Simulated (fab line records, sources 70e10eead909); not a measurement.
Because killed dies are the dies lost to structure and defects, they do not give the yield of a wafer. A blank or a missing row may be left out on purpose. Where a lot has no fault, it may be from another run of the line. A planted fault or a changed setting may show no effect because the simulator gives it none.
Matching of chambers -- flow nandHarc -- NHARC_A_CHANNEL_FILL_D1_ETCHBACK_20 on rieDiel-09: 4 sister chambers
The step etches the open film in C4F8/O2/Ar, target depth 27 nm, time 13.5 s. 8 wafers are shown with their chamber, then 12 later ones without.

## WAFERS, EACH WITH ITS CHAMBER
wafer,chamber,rfVppV (V),oesProductAu (a.u.)
L076.3,3,976,0.92
L079.2,0,979,0.92
L079.3,1,988,0.93
L080.4,2,987,0.94
L080.6,0,979,0.93
L087.2,1,986,1.00
L087.4,3,974,1.00
L087.5,2,987,1.02

## WAFERS MISSING THEIR CHAMBER
wafer,rfVppV (V),oesProductAu (a.u.)
L088.2,986,0.99
L088.3,979,0.99
L088.6,987,1.02
L088.1,986,1.01
L088.4,975,0.99
L088.5,989,0.99
L091.1,987,1.02
L091.4,974,1.02
L091.6,988,1.00
L097.2,978,0.97
L097.4,986,0.98
L097.6,975,0.97

## WHICH CHAMBER EACH WENT THROUGH
wafer,from the rows above,in truth
L088.2,can't be placed: 2 or 1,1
L088.3,0,0
L088.6,can't be placed: 2 or 1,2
L088.1,can't be placed: 2 or 1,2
L088.4,3,3
L088.5,can't be placed: 2 or 1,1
L091.1,can't be placed: 2 or 1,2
L091.4,3,3
L091.6,can't be placed: 2 or 1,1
L097.2,can't be placed: 0 or 3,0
L097.4,can't be placed: 2 or 1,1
L097.6,3,3
Correctly placed: 4 of 12. These rows do not allow placing 8 (true chamber among the candidates in 8). Number placed wrongly: 0.
How it was worked out, from the rows above alone: a wafer's distance from a chamber is the root of the sum, over the readings, of the square of ((its reading less the chamber's mean) divided by the reading's scatter). The wafer belongs to the nearest chamber; if the next one is less than 2 further off, it can't be placed. A chamber's mean is the mean of its shown wafers. The scatter: the root of (the sum of the squares of (reading less its chamber's mean) over the shown wafers, divided by (wafers less chambers)).
